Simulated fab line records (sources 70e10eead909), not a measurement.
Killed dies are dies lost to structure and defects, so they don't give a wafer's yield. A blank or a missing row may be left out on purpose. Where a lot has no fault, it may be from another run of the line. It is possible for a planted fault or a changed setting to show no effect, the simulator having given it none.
The tool behind it: which one? | flow nand harc | 6 lots, 18 wafers sampled, at 4 steps of a route of 1302

## WHAT THE GAUGES READ, wafer by wafer
NHARC_P_GATE_INSPECT_68.
lot  | measured     | on                | raw defect count
L627 | day 6 00:11  | defect inspect-02 | 295 519 276
L632 | day 7 19:47  | defect inspect-01 | 257 178 347
L634 | day 8 17:28  | defect inspect-02 | 177 183 132
L640 | day 11 17:48 | defect inspect-01 | 111 174 131
L645 | day 13 01:46 | defect inspect-02 | 313 143 310
L650 | day 15 07:11 | defect inspect-02 | 143 210 183

## WHICH TOOL RAN EACH LOT (tool, then ch and the chambers of the sampled wafers, then the start)
lot  | NHARC_P_GATE_STRIP_108             | NHARC_P_GATE_SPUTTER_78      | NHARC_P_GATE_RTA_80
L627 | rie diel-04 ch 1,2, day 5 06:20    | pvd sputter-02, day 5 23:22  | rtp anneal-01 ch 0, day 5 23:34
L632 | rie diel-11 ch 1,3, day 7 02:04    | pvd sputter-02, day 7 18:55  | rtp anneal-01 ch 0, day 7 19:11
L634 | rie diel-11 ch 1,2, day 7 23:57    | pvd sputter-02, day 8 16:37  | rtp anneal-01 ch 0, day 8 16:50
L640 | rie diel-11 ch 0,1, day 10 23:49   | pvd sputter-01, day 11 16:55 | rtp anneal-01 ch 0, day 11 17:06
L645 | rie diel-04 ch 1,2,3, day 12 08:02 | pvd sputter-03, day 13 00:55 | rtp anneal-01 ch 0, day 13 01:08
L650 | rie diel-04 ch 1,3, day 14 13:35   | pvd sputter-02, day 15 06:20 | rtp anneal-02 ch 0, day 15 06:32
- NHARC_P_GATE_STRIP_108: strips in O2.
- NHARC_P_GATE_SPUTTER_78: material Ni, target thk 10 nm.
- NHARC_P_GATE_RTA_80: time 30 s.

## THE ANSWER, worked out from the rows above alone
Rule: usual is defined by the lots themselves. The widest of any qualifying gaps counts: lots, ordered by their means at a reading, are off when they make up no more than a third of the lots, leave a main group of 4 or more, and stand apart from it by 3 or more times the standard deviation of that group's means. The tables above print the reading to a certain number of digits; a main group whose means all agree to those digits is not used. A lot without any number at a reading at which 4 lots or more have one is off too. The other lots that the step has rows for count as sound.
No lot is off on any of the readings shown, so nothing can be concluded from this.

## WHAT HAD BEEN PUT IN BY THE SIMULATOR
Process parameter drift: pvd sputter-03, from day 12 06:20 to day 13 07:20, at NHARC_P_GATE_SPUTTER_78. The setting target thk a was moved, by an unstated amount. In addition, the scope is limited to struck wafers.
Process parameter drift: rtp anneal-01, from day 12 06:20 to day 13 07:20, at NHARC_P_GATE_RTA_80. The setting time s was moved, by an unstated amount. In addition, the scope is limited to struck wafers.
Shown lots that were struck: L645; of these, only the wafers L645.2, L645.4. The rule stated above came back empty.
